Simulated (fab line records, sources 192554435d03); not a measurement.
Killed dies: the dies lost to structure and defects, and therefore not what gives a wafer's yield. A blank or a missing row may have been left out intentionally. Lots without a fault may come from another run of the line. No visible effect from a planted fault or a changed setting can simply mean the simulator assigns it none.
What tool caused it? ; flow n5_finfet ; 10 lots (29 wafers sampled), 1 step of a 1938-step route

## WHAT EACH GAUGE READ, for each wafer
N5_BEOL_M4_RC_MEAS_101.
lot;measured;on;DIBL_N (mV/V)
L878;day 7 15:56;prober-01;40.9 39.8 36.5
L879;day 8 20:15;prober-02;36.7 34.7 39.2
L880;day 8 23:30;prober-01;36.3 35.8 38.5
L881;day 9 03:07;prober-02;34.3 34.0 32.7
L882;day 9 10:52;prober-02;33.9 37.5 35.4
L884;day 9 23:12;prober-01;35.3 35.7 32.9
L885;day 10 08:04;prober-02;36.1 37.2
L894;day 12 11:57;prober-01;35.5 32.1 34.3
L898;day 12 22:59;prober-02;36.0 33.0 37.4
L900;day 14 07:43;prober-02;37.5 37.7 36.6

## WHICH TOOL RAN EACH LOT (tool, then ch and the chambers of the sampled wafers, then the start)
There is no process step in the record ahead of these readings.

## THE ANSWER, worked out from the rows above alone
Rule: the lots themselves supply what counts as usual. Put in order of their means at a reading, lots are off if they are a third of the lots or fewer, leave a main group of 4 or more, and stand apart from it by a gap of 3 or more times the standard deviation of the main group's means; of several such gaps the widest counts. The tables above print the reading to a certain number of digits; a main group whose means all agree to those digits is not used. Also off: a lot with no number at a reading for which 4 or more lots have one. Where the step has rows for the other lots, those lots are counted as sound.
Nothing can be told from this: no lot is off at any reading shown.

## WHAT THE SIMULATOR HAD PUT IN
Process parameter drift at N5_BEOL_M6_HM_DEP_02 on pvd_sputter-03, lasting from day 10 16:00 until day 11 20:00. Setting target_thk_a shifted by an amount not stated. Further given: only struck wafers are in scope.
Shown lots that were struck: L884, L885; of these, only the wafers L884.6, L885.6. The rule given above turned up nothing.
